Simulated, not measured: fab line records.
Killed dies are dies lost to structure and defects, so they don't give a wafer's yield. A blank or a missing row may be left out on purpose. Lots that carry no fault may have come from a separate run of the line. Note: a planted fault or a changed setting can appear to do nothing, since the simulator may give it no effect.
Comparing a struck lot with a sound one || flow n5-finfet || 38 out of 1938 route steps
Sound: the wafers L428.2, L428.3, L428.5. Struck: wafer L437.3; the same lot's L437.6 was not struck, so it is left out; see the end for the cause.
Each step with rows lists, per side, the tool, then ch with its chambers, then its first start. Under that, the readings that differ: sound wafers || struck wafers || difference of the means || sigmas: that difference in standard deviations of wafers without a fault.
alike: readings whose means differ by less than 2 such deviations, and words and numbers that are the same on both sides. not compared: withheld readings, readings that some wafer has no value for, bounds like >300 that may hide the same value, and numbers for which the record gives no deviation and whose values overlap.
A row with sigmas, a row that says differs or no value, or rows on one side alone: a step with any of these is where the two part. Numbers that have no deviation but don't overlap get no sigmas and don't part them. A reading that every wafer of one side lacks parts them only if that side has two wafers or more.

first, 9 steps without rows for these wafers: N5_BEOL_M4_ANNEAL_95 (time 240 s); N5_BEOL_M4_SPUTTER_96 (material Cu, target thk 4.5 nm, time 8.29 s); N5_BEOL_M4_ECD_50 (material Cu, target thk 300 nm); N5_BEOL_M4_ANNEAL_51 (time 90 s); N5_BEOL_M4_CMP_52 (polishes, stops on SiOC, t overpolish 6.8 s, target thk 40 nm); N5_BEOL_M4_PRE_CLEAN_60 (time 15 s); N5_BEOL_M4_CO_CAP_55 (material Co, precursor CCTBA/H2, target thk 2 nm, time 102.1 s); N5_BEOL_M4_PRE_CLEAN_56 (time 15 s); N5_BEOL_M4_DEP_57 (deposits SiCN from 3MS/NH3, target thk 8 nm, time 14 s).
N5_BEOL_M4_RC_MEAS_101:
  sound on prober-02 ch 0, day 8 01:31; struck on prober-02 ch 0, day 10 11:00
{"reading": "ION_N (uA/um)", "sound": "681 688 672", "struck": 649, "difference": -31, "sigmas": -3}
{"reading": "ION_P (uA/um)", "sound": "467 468 462", "struck": 446, "difference": -20, "sigmas": -2}
{"reading": "VT_P (mV)", "sound": "-249 -247 -247", "struck": -255, "difference": -7, "sigmas": -2}
  alike: DIBL_N, DIBL_P, IOFF_N, IOFF_P, SS_N, SS_P, VT_N
then, 24 steps without rows for these wafers: N5_BEOL_M5_ILD_DEP_00 (deposits SiCOH lowk from DEMS/porogen, target thk 140.64 nm, time 25.9 s); N5_BEOL_M5_CURE_79 (cures SiCOH lowk, time 240 s); N5_BEOL_M5_PECVD_70 (deposits SiO2 from TEOS/O2, target thk 16 nm, time 18 s); N5_BEOL_M5_HM_DEP_02 (deposits TiN, target thk 20 nm); N5_BEOL_M5_COAT_59 (time 60 s, resist thk 60 nm); N5_BEOL_M5_COAT_60 (time 60 s, resist thk 12 nm); N5_BEOL_M5_COAT_71 (time 60 s, resist thk 5 nm); N5_BEOL_M5_COAT_05 (resist thk 30 nm); N5_BEOL_M5_EBR_07; N5_BEOL_M5_SOFTBAKE_06 (time 60 s); N5_BEOL_M5_EXPOSE_08 (exposes mask M5, target cd 28 nm); N5_BEOL_M5_PEB_09 (peb time 60 s); N5_BEOL_M5_DEVELOP_10 (develop time 30 s); N5_BEOL_M5_DESCUM_16 (chemistry O2, time 7 s); N5_BEOL_M5_ETCH_72 (etches underlayer in N2/H2, target depth 6.5 nm, time 5.2 s); N5_BEOL_M5_ETCH_61 (etches SiARC in CF4, target depth 15.6 nm, time 26 s); N5_BEOL_M5_ETCH_62 (etches SOC in N2/H2, target depth 75 nm, overetch 15 nm, time 112.5 s); N5_BEOL_M5_STRIP_63 (strips in N2/H2); N5_BEOL_M5_STRIP_73 (strips in N2/H2); N5_BEOL_M5_STRIP_64 (strips in CF4); N5_BEOL_M5_HM_OPEN_17 (chemistry Cl2/BCl3, target TiN, target depth 20 nm, overetch 6 nm); N5_BEOL_M5_STRIP_19 (strips in O2); N5_BEOL_M5_COAT_65 (time 60 s, resist thk 60 nm); N5_BEOL_M5_COAT_66 (time 60 s, resist thk 12 nm).
N5_BEOL_M6_CMP_52: polishes, stops on SiCOH lowk, t overpolish 6.9 s, target thk 80 nm.
  sound on cmp-02 ch 1,2,3, day 8 21:11; struck on cmp-02 ch 1, day 11 06:26
{"reading": "barrier-field-endpoint-s (s)", "sound": "28.8 28.1 27.4", "struck": 46.9, "difference": "+18.8", "sigmas": "+23"}
{"reading": "overpolish-run-s (s)", "sound": "6.898 6.889 6.874", "struck": 0.030, "difference": -6.857, "sigmas": "-99 or more"}
{"reading": "time-to-endpoint-s (s)", "sound": "64 59 55", "struck": 81, "difference": "+22", "sigmas": "+6"}
  alike: motor-current-A
  not compared: pad-life-wafers
N5_BEOL_M6_THK_MEAS_53: measures by xrf.
  sound on film-metro-02 at day 8 21:29; struck on film-metro-01 at day 11 06:44
{"reading": "M6_THK (nm)", "sound": "75.5 76.5 74.1", "struck": 187.6, "difference": "+112.2", "sigmas": "+49"}
N5_BEOL_M6_INSPECT_58: inspects for defects (darkfield).
  sound on defect-inspect-02 at day 8 21:39; struck on defect-inspect-01 at day 11 06:54
{"reading": "raw-defect-count", "sound": "70 130 99", "struck": 1371, "difference": "+1271", "sigmas": "+49"}
-- record jumps: 3 days separate the struck wafers' starts on either side; left off in module BEOL_M6, taken up again in module PASSIVATION, whose first shown step is the route's number 1936 --
N5_PASSIVATION_PROBE_49:
  the record has rows for the struck wafers here (prober-01, day 14 14:29) and none for the sound ones

## WHERE THEY PART
At N5_BEOL_M4_RC_MEAS_101 first; at N5_PASSIVATION_PROBE_49 last (within this record only).

WHY: what the simulator had put in
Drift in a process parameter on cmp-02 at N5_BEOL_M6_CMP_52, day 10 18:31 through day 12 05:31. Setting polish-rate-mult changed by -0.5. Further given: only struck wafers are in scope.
